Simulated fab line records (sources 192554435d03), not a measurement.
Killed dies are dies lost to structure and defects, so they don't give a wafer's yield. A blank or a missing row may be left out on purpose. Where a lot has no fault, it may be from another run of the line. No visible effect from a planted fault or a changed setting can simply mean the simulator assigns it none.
Chamber matching    flow n5Finfet    4 sister chambers for N5_BEOL_M9_DESCUM_33 on rieDiel-06
The step chemistry O2, time 7 s. 16 wafers are shown with their chamber, then 8 later ones without.

EACH WAFER AND ITS CHAMBER
wafer   chamber  throttleValvePct (%)  showerheadPlenumPTorr (Torr)  oesProductAu (a.u.)
L078.1  2        20.32                 2.02                          0.85
L078.2  3        20.54                 2.01                          0.70
L078.4  0        20.82                 2.18                          0.71
L082.1  3        20.56                 2.00                          0.70
L082.4  0        20.83                 2.18                          0.71
L082.5  2        20.33                 2.01                          0.85
L083.3  0        20.83                 2.18                          0.71
L083.5  0        20.83                 2.18                          0.70
L083.6  1        19.87                 2.10                          0.81
L087.1  1        19.89                 2.09                          0.80
L087.5  2        20.36                 2.01                          0.83
L087.6  1        19.86                 2.09                          0.79
L089.3  2        20.35                 2.01                          0.83
L089.5  2        20.36                 2.01                          0.83
L089.6  3        20.58                 2.00                          0.69
L093.1  3        20.57                 2.00                          0.68

SIGNATURES, as means of the wafers listed above
reading                chamber 0  chamber 1  chamber 2  chamber 3  scatter within a chamber
throttleValvePct       20.8275    19.8733    20.3440    20.5625    0.0151
showerheadPlenumPTorr  2.1800     2.0933     2.0120     2.0025     0.0043
oesProductAu           0.7075     0.8000     0.8380     0.6925     0.00926
Rule: for a wafer and a chamber, the distance is found by dividing, reading by reading, the gap between the wafer's reading and the chamber's mean by the reading's scatter, squaring, summing and taking the root. If the next closest chamber is less than 2 further off than the closest, the wafer can't be placed; otherwise it belongs to the closest. How the scatter is found: for the shown wafers, subtract from each reading the mean of its chamber, square and add these, divide the total by (wafers less chambers), then take the root.

WAFERS WHOSE CHAMBER IS MISSING
wafer   throttleValvePct (%)  showerheadPlenumPTorr (Torr)  oesProductAu (a.u.)
L093.2  20.86                 2.17                          0.70
L093.6  20.85                 2.17                          0.70
L092.1  19.87                 2.09                          0.78
L092.4  20.57                 2.00                          0.69
L092.6  20.57                 2.00                          0.69
L095.1  19.89                 2.09                          0.79
L095.5  20.38                 2.01                          0.82
L095.6  19.90                 2.09                          0.79

CHAMBER TAKEN BY EACH
wafer   from the rows above  in truth
L093.2  0                    0
L093.6  0                    0
L092.1  1                    1
L092.4  3                    3
L092.6  3                    3
L095.1  1                    1
L095.5  2                    2
L095.6  1                    1
Correctly placed: 8 of 8. From these rows, 0 cannot be placed. Number placed wrongly: 0.
